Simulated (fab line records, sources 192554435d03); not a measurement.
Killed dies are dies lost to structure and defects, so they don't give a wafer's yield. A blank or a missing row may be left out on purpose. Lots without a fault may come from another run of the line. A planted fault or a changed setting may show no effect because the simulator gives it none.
Problem report in the 8D (eight disciplines) form, filled by code | flow n5_finfet | the parts of the form that need people (team, actions taken, sign-off) are left out

1. THE PROBLEM
killed_at_M4_up at N5_PASSIVATION_PROBE_49 reads a mean of 117 on 6 wafers of 2 lots; wafers without a fault read 13 with a standard deviation of 5. That is +21 standard deviations from the usual mean.
First seen on wafer L362.4, day 18 12:34, on prober-02. The record holds 6 wafers of 2 lots with a number at this step. Rule for "out", or "out of limits": more than 4 standard deviations from the usual mean. The other wafers with a number count as sound.

2. WHAT IT IS AND WHAT IT IS NOT
question                    | is                     | is not
which readings at this step | killed_at_M4_up        | killed_at_M0_to_M3, killed_at_contacts, killed_at_front_end, killed_at_other, killed_short, sort_bin_6_memory
which lots                  | L362, L364             | -
which wafers of those lots  | all that have a number | -
read on which tools         | prober-01, prober-02   | -
when                        | from day 18 12:34      | up to then (0 sound wafers)

3. SUSPECTS, AND WHAT RULES EACH OUT
Counting: a tool at a process step up to the reading stays a suspect if it ran every lot that is out and no sound lot after the first of them.
- rie_diel-03 at N5_BEOL_M4_TRENCH_ETCH_37 (etches SiOC in C4F6/O2, target depth 55.555 nm, time 29.2 s): kept. It ran every lot that is out, first L362 (day 13 05:52), and no sound lot after that.
Left after counting: rie_diel-03 at N5_BEOL_M4_TRENCH_ETCH_37.

4. THE CAUSE (what the simulator had put in)
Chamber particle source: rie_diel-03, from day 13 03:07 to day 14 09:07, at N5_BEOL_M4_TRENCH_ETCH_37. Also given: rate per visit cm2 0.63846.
Counting left only this tool.

5. THE CHAIN OF EFFECTS, in route order
Each row: a reading whose mean over the struck wafers that have a number lies more than 3 standard deviations from the usual. Only readings for which the record gives a usual standard deviation are gone through. hours: the time from each lot's start at the first step in this table that gives one to its start at this step, as a median over the lots. sigmas: the change in usual standard deviations.
hours | step                    | reading              | usual  | on struck wafers | change | sigmas
0     | N5_PASSIVATION_PROBE_49 | defect_limited_yield | 91.0 % | 83.0             | -8.0   | -5.3
0     | N5_PASSIVATION_PROBE_49 | killed_at_M4_up      | 13     | 117              | +104   | +21
0     | N5_PASSIVATION_PROBE_49 | killed_dies          | 106    | 200              | +94    | +5.2
0     | N5_PASSIVATION_PROBE_49 | sort_bin_5_function  | 5.2 %  | 11.4             | +6.2   | +6.5
0     | N5_PASSIVATION_PROBE_49 | sort_n_pass          | 1074   | 980              | -94    | -5.2
0     | N5_PASSIVATION_PROBE_49 | sort_yield_pct       | 91.0 % | 83.0             | -8.0   | -5.3
The process steps in it:
- N5_PASSIVATION_PROBE_49

6. WHAT WOULD HAVE CAUGHT IT SOONER
In this record the first reading out of limits was taken at day 18 12:34, 129 hours after the fault began at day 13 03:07.
Of the tool readings at N5_BEOL_M4_TRENCH_ETCH_37 for which the record gives a usual standard deviation, none was out on any struck wafer, so an alarm limit of 4 standard deviations on them would not have fired.
All the lots that are out (2) had begun N5_BEOL_M4_TRENCH_ETCH_37 on rie_diel-03 by day 18 12:34. A hold on the tool at that time would have spared none of them.
